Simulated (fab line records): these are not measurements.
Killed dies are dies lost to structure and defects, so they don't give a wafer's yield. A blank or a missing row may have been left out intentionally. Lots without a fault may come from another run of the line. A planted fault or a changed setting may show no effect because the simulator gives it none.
Split-lot trial ; flow n5_finfet ; route with 1938 steps; 7 lots, 39 wafers read

## THE SPLIT
At N5_SD_EPI_N_ETCH_16 (etches SiO2 in CHF3/O2, target depth 5 nm), the setting target_depth_a was moved away from the recipe's 50 angstrom on 15 of the 39 wafers read, by -59.7% to +46.3%. The other wafers ran this setting at the recipe's value.

Reading taken at the split's own step.

## THE READING
SiARC_of_SD_EPI_N_COAT_33.thk_nm (the simulator's own value, which no gauge read), in nm, at N5_SD_EPI_N_ETCH_16 (etches SiO2 in CHF3/O2, target depth 5 nm). The file gives no usual value for it. Here, 24 wafers ran the recipe; their average is 12.4 nm with a standard deviation of 0.33 nm.

wafer;tool, chamber at the split;target_depth_a as run, angstrom;against the recipe;SiARC_of_SD_EPI_N_COAT_33.thk_nm, nm;against lot-mates on the recipe
L074.1;rie_diel-06, 2;68.56;+37.1%;11.6;-1.1
L074.2;rie_diel-06, 3;50;recipe;12.6;-
L074.3;rie_diel-06, 1;50;recipe;12.8;-
L074.4;rie_diel-06, 2;50;recipe;12.8;-
L074.5;rie_diel-06, 3;68.56;+37.1%;11.4;-1.3
L074.6;rie_diel-06, 1;68.56;+37.1%;11.6;-1.1
L086.3;rie_diel-04, 1;50;recipe;12.2;-
L086.5;rie_diel-04, 0;50;recipe;12.2;-
L086.6;rie_diel-04, 1;50;recipe;12;-
L089.1;rie_diel-05, 3;62.34;+24.7%;12;-0.4
L089.2;rie_diel-05, 0;50;recipe;12.4;-
L089.3;rie_diel-05, 2;62.34;+24.7%;11.4;-1.0
L089.4;rie_diel-05, 1;50;recipe;12.4;-
L089.5;rie_diel-05, 1;50;recipe;12.4;-
L089.6;rie_diel-05, 0;62.34;+24.7%;11.6;-0.8
L090.1;rie_diel-06, 2;35.91;-28.2%;13.2;+0.7
L090.2;rie_diel-06, 3;35.91;-28.2%;13.6;+1.1
L090.3;rie_diel-06, 1;50;recipe;12.4;-
L090.4;rie_diel-06, 0;50;recipe;12.6;-
L090.5;rie_diel-06, 1;50;recipe;12.4;-
L090.6;rie_diel-06, 0;35.91;-28.2%;13.4;+0.9
L092.1;rie_diel-06, 2;50;recipe;12.4;-
L092.2;rie_diel-06, 3;50;recipe;12.6;-
L092.3;rie_diel-06, 1;50;recipe;12.6;-
L092.4;rie_diel-06, 0;50;recipe;12.8;-
L092.5;rie_diel-06, 2;50;recipe;12.2;-
L092.6;rie_diel-06, 3;50;recipe;12.4;-
L093.1;rie_diel-06, 0;50;recipe;12.8;-
L093.2;rie_diel-06, 2;20.14;-59.7%;14.6;+1.8
L093.3;rie_diel-06, 1;50;recipe;12.6;-
L093.4;rie_diel-06, 3;20.14;-59.7%;14.8;+2.0
L093.5;rie_diel-06, 0;50;recipe;13;-
L093.6;rie_diel-06, 3;20.14;-59.7%;14.8;+2.0
L097.1;rie_diel-04, 2;50;recipe;11.8;-
L097.2;rie_diel-04, 3;73.14;+46.3%;10.2;-1.6
L097.3;rie_diel-04, 0;73.14;+46.3%;10.6;-1.2
L097.4;rie_diel-04, 1;50;recipe;12;-
L097.5;rie_diel-04, 3;50;recipe;11.6;-
L097.6;rie_diel-04, 2;73.14;+46.3%;10.2;-1.6

FIT RESULTS
A straight line over all 39 wafers: SiARC_of_SD_EPI_N_COAT_33.thk_nm changes by -0.037 nm for each +1% of target_depth_a; r = -0.94; the points scatter about the line by 0.34 nm.
The same after taking each lot's own level away (the mean of its wafers on the recipe; 39 wafers): -0.0321 nm for each +1%; r = -0.98; scatter 0.16 nm.
The reading moves by 1.9 nm for the largest change in target_depth_a, on that fit.
From 11.80 to 12.80 nm: that is the span of the lots' own levels, equal to 3.0 times the standard deviation above.
In other words, the slope is changed by the lot-to-lot level; the two fits disagree.
Check: for one of the wafers moved furthest among these (-59.7%), held out of the fit, the line's prediction against its lot-mates is +1.95 nm. Against them it came out at +1.8 nm.

## OTHER SPLITS APPLIED TO THESE WAFERS
Other splits were also applied to these wafers ahead of the reading. Each is held against what the fit with the lots' levels taken away leaves over:
other split on the same wafers;wafers away from the commonest value;r with SiARC_of_SD_EPI_N_COAT_33.thk_nm (lot level and that fit taken away)
N5_PMOS_HMC_CHANNEL_EPI_HM_DEP_34 target_thk_a;12;+0.09

## THE WHOLE CHAIN: every reading that the file lists as answering this split, in the file's order
step;what it does;reading;change (the file's fit);r (the file's)
N5_SD_EPI_N_ETCH_16;etches SiO2 in CHF3/O2, target depth 5 nm;etch.depth_nm (the simulator's own value, which no gauge read);+0.0497 nm for each +1% of the setting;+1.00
N5_SD_EPI_N_ETCH_16;etches SiO2 in CHF3/O2, target depth 5 nm;SiARC_of_SD_EPI_N_COAT_33.thk_nm (the simulator's own value, which no gauge read);-0.0321 nm for each +1% of the setting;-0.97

## THE FILE'S OWN FIT
SiARC_of_SD_EPI_N_COAT_33.thk_nm changes by -0.0321 nm for each +1% of target_depth_a, r = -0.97.
